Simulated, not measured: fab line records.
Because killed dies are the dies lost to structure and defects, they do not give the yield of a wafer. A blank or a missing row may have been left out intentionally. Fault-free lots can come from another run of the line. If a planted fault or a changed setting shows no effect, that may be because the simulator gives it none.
Problem report, 8D (eight disciplines) form, completed by code / flow nand_harc / the parts of the form that need people (team, actions taken, sign-off) are left out

## 1. PROBLEM STATEMENT
Mean of killed_at_other at NHARC_END_SORT_01: 616 over 3 wafers from 1 lot, against 1 (standard deviation 1.3) on wafers with no fault. That is +99 or more standard deviations from the usual mean.
Earliest sighting: wafer L582.1 on prober-02 at day 29 05:37. Wafers with a number at this step in the record: 4, from 2 lots. Rule for "out" (also "out of limits"): further than 4 standard deviations from the usual mean. All remaining wafers that have a number are taken as sound.

## 2. WHAT IT IS; WHAT IT IS NOT
question=which readings at this step | is=killed_at_other, defect_limited_yield, killed_dies | is not=killed_at_array, killed_at_periphery, killed_open, killed_short
question=which lots | is=L582 | is not=L592
question=which wafers of those lots | is=all that have a number | is not=-
question=read on which gauges | is=prober-02 | is not=prober-01
question=when | is=from day 29 05:37 | is not=up to then (0 sound wafers); but 1 sound wafer of L592 came after

## 3. SUSPECTS, AND WHAT RULES EACH OUT
Counting: any tool at a process step up to the reading is kept as a suspect provided that every lot that is out went through it and no sound lot did after the first of them.
- the gauge at NHARC_END_SORT_01: kept. All the wafers that are out were read on prober-02, and no step on other tools shows them out.
- cmp-02 at NHARC_THIN_TSV_CMP_01 (polishes): ruled out as a lasting fault. After its first lot that is out, L582 (day 28 14:32), sound lots L592 ran on it.
- pecvd-02 at NHARC_THIN_TSV_DEP_43 (deposits SiO2, target thk 1328.5 nm): ruled out as a lasting fault. After its first lot that is out, L582 (day 28 15:01), sound lots L592 ran on it.
- rie_diel-05 at NHARC_THIN_TSV_DESCUM_14 (chemistry O2, time 3 s): kept. It ran the lot that is out, L582 (day 28 16:01), and no sound lot after that.
- plasma_asher-01 at NHARC_THIN_TSV_STRIP_45 (strips in O2): kept. It ran the lot that is out, L582 (day 28 16:56), and no sound lot after that.
- rie_diel-12 at NHARC_THIN_TSV_ETCHBACK_48 (etches the open film in C4F8/Ar, target depth 1028.5 nm, time 405.17 s): ruled out as a lasting fault. After its first lot that is out, L582 (day 28 18:08), sound lots L592 ran on it.
- pvd_sputter-03 at NHARC_THIN_TSV_DEGAS_49 (time 120 s): ruled out as a lasting fault. After its first lot that is out, L582 (day 28 18:37), sound lots L592 ran on it.
rie_diel-05 at NHARC_THIN_TSV_DESCUM_14, plasma_asher-01 at NHARC_THIN_TSV_STRIP_45 and prober-02 at NHARC_END_SORT_01 are what is left after counting.

## 4. THE CAUSE (what the simulator had put in)
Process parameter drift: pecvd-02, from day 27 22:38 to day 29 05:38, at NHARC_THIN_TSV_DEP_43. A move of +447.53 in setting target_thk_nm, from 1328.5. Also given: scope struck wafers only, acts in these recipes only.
Counting ruled it out, wrongly: the rule takes a fault to strike every lot that its tool runs from its start on, and this one did not.

## 5. SEQUENCE OF EFFECTS, ordered by route
Rows list readings where the struck wafers' mean (over those with a number) sits beyond 3 standard deviations from the usual. Only readings for which the record gives a usual standard deviation are gone through. hours: the time from each lot's start at the first step in this table that gives one to its start at this step, as a median over the lots. sigmas: the change in usual standard deviations.
hours=0; step=NHARC_END_SORT_01; reading=defect_limited_yield; usual=91 %; on struck wafers=0; change=-91; sigmas=-30
hours=0; step=NHARC_END_SORT_01; reading=killed_at_other; usual=1; on struck wafers=616; change=+615; sigmas=+99 or more
hours=0; step=NHARC_END_SORT_01; reading=killed_dies; usual=60; on struck wafers=677; change=+617; sigmas=+31

## 6. HOW IT WOULD HAVE BEEN CAUGHT EARLIER
Counted from the fault's start at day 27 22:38, it took 31 hours until the first out-of-limits reading at a measuring or inspecting step in this record, taken at day 29 05:37.
An alarm limit of 4 standard deviations would not have fired on the tool readings at NHARC_THIN_TSV_DEP_43 for which the record gives a usual standard deviation, since none of them was out on any struck wafer.
